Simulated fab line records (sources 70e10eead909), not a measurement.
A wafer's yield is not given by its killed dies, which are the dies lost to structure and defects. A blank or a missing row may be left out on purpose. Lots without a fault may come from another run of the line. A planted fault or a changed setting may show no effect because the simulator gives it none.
Which tool did it? || flow nandHarc || Sampling: 7 lots, 21 wafers, 5 of 1159 route steps

WHAT THE GAUGES SHOWED, per wafer
NHARC_END_SORT_01.
{"lot": "L165", "measured": "day 24 21:21", "on": "prober-02", "killedAtArray": "677 42 44"}

WHICH TOOL RAN EACH LOT (tool, then ch and the chambers of the sampled wafers, then the start)
{"lot": "L146", "NHARC_A_STAIRCASE_STRIP_295": "rieDiel-02 ch 0,2,3, day 12 03:27 or earlier", "NHARC_A_STAIRCASE_ETCH_315": "rieDiel-03 ch 1,2, day 12 03:27 or earlier", "NHARC_A_STAIRCASE_ALD_415": "aldHk-03 ch 0,1,2, day 12 03:27", "NHARC_A_STAIRCASE_DEP_417": "pecvd-03 ch 0,1,2, day 12 07:26"}
{"lot": "L151", "NHARC_A_STAIRCASE_STRIP_295": "rieDiel-03 ch 0,1,3, day 13 06:38 or earlier", "NHARC_A_STAIRCASE_ETCH_315": "rieDiel-11 ch 1,2,3, day 13 06:38 or earlier", "NHARC_A_STAIRCASE_ALD_415": "aldHk-04 ch 0,2,3, day 13 06:38", "NHARC_A_STAIRCASE_DEP_417": "pecvd-01 ch 0,1,2, day 13 08:46"}
{"lot": "L155", "NHARC_A_STAIRCASE_STRIP_295": "rieDiel-02 ch 2,3, day 14 05:46 or earlier", "NHARC_A_STAIRCASE_ETCH_315": "rieDiel-11 ch 1,2,3, day 14 05:46 or earlier", "NHARC_A_STAIRCASE_ALD_415": "aldHk-03 ch 2,3, day 14 05:46", "NHARC_A_STAIRCASE_DEP_417": "pecvd-03 ch 0,1,2, day 14 08:12"}
{"lot": "L160", "NHARC_A_STAIRCASE_STRIP_295": "rieDiel-11 ch 1,2,3, day 15 03:40 or earlier", "NHARC_A_STAIRCASE_ETCH_315": "rieDiel-02 ch 2,3, day 15 03:40 or earlier", "NHARC_A_STAIRCASE_ALD_415": "aldHk-03 ch 1,2, day 15 03:40", "NHARC_A_STAIRCASE_DEP_417": "pecvd-01 ch 0,1,2, day 15 06:04"}
{"lot": "L162", "NHARC_A_STAIRCASE_STRIP_295": "rieDiel-02 ch 0,2,3, day 16 00:37 or earlier", "NHARC_A_STAIRCASE_ETCH_315": "rieDiel-03 ch 1,2,3, day 16 00:37 or earlier", "NHARC_A_STAIRCASE_ALD_415": "aldHk-04 ch 1,2,3, day 16 00:37", "NHARC_A_STAIRCASE_DEP_417": "pecvd-01 ch 0,1, day 16 02:58"}
{"lot": "L165", "NHARC_A_STAIRCASE_STRIP_295": "rieDiel-02 ch 0,2,3, day 16 14:48 or earlier", "NHARC_A_STAIRCASE_ETCH_315": "rieDiel-03 ch 0,1,2, day 16 14:48 or earlier", "NHARC_A_STAIRCASE_ALD_415": "aldHk-03 ch 1,2,3, day 16 14:48", "NHARC_A_STAIRCASE_DEP_417": "pecvd-03 ch 0,1,2, day 16 16:23"}
{"lot": "L169", "NHARC_A_STAIRCASE_STRIP_295": "rieDiel-11 ch 0,1,2, day 18 00:40 or earlier", "NHARC_A_STAIRCASE_ETCH_315": "rieDiel-11 ch 0,2,3, day 18 00:40 or earlier", "NHARC_A_STAIRCASE_ALD_415": "aldHk-04 ch 0,2,3, day 18 00:40", "NHARC_A_STAIRCASE_DEP_417": "pecvd-03 ch 0,1,2, day 18 03:55"}
- NHARC_A_STAIRCASE_STRIP_295: strips in O2.
- NHARC_A_STAIRCASE_ETCH_315: etches the open film in C4F8/O2/Ar, target depth 2500 nm, time 607.1 s.
- NHARC_A_STAIRCASE_ALD_415: deposits SiO2, target thk 30 nm, pulse time 6 s, ald cycles 300.
- NHARC_A_STAIRCASE_DEP_417: deposits Si3N4, target thk 60 nm.

THE ANSWER, worked out from the rows above alone
Rule: the lots themselves supply what counts as usual. The widest of any qualifying gaps counts: lots, ordered by their means at a reading, are off when they make up no more than a third of the lots, leave a main group of 4 or more, and stand apart from it by 3 or more times the standard deviation of that group's means. If all means in a main group match to the digits the tables above print for the reading, that group is not used. Also off: a lot with no number at a reading for which 4 or more lots have one. The other lots that the step has rows for count as sound.
No lot is off at any reading shown: from this, nothing can be told.

WHAT THE SIMULATOR HAD INSERTED
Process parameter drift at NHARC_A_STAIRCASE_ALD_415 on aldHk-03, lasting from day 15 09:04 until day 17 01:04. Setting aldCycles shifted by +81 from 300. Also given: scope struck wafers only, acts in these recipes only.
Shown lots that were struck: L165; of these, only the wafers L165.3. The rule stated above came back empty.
